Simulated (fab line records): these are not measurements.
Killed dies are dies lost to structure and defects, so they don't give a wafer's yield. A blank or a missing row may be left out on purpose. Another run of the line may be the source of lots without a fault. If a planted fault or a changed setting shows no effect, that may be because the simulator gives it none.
Which tool did it?	flow n5-finfet	route of 1938 steps, sampled at 1 step: 6 lots, 16 wafers

== WHAT EACH GAUGE READ, for each wafer ==
N5_BEOL_M13_OVL_MEAS_11.
lot	measured	on	V12_OVL (nm)
L498	day 12 06:07	overlay-02	0 3 7
L502	day 13 06:19	overlay-01	4 1 6
L504	day 13 18:12	overlay-02	6 2 7
L507	day 14 14:10	overlay-02	1 2 -2
L511	day 16 15:59	overlay-02	-11 -5
L517	day 18 03:01	overlay-01	-1 -5

== WHICH TOOL RAN EACH LOT (tool, then ch and the chambers of the sampled wafers, then the start) ==
Before these readings, the record contains no process step.

== THE ANSWER, worked out from the rows above alone ==
Rule: usual is defined by the lots themselves. Put in order of their means at a reading, lots are off if they are a third of the lots or fewer, leave a main group of 4 or more, and stand apart from it by a gap of 3 or more times the standard deviation of the main group's means; of several such gaps the widest counts. The tables above print the reading to a certain number of digits; a main group whose means all agree to those digits is not used. Also off: a lot with no number at a reading for which 4 or more lots have one. Any other lot the step has rows for is counted as sound.
No lot is off at any reading shown: from this, nothing can be told.

== WHAT THE SIMULATOR PUT IN ==
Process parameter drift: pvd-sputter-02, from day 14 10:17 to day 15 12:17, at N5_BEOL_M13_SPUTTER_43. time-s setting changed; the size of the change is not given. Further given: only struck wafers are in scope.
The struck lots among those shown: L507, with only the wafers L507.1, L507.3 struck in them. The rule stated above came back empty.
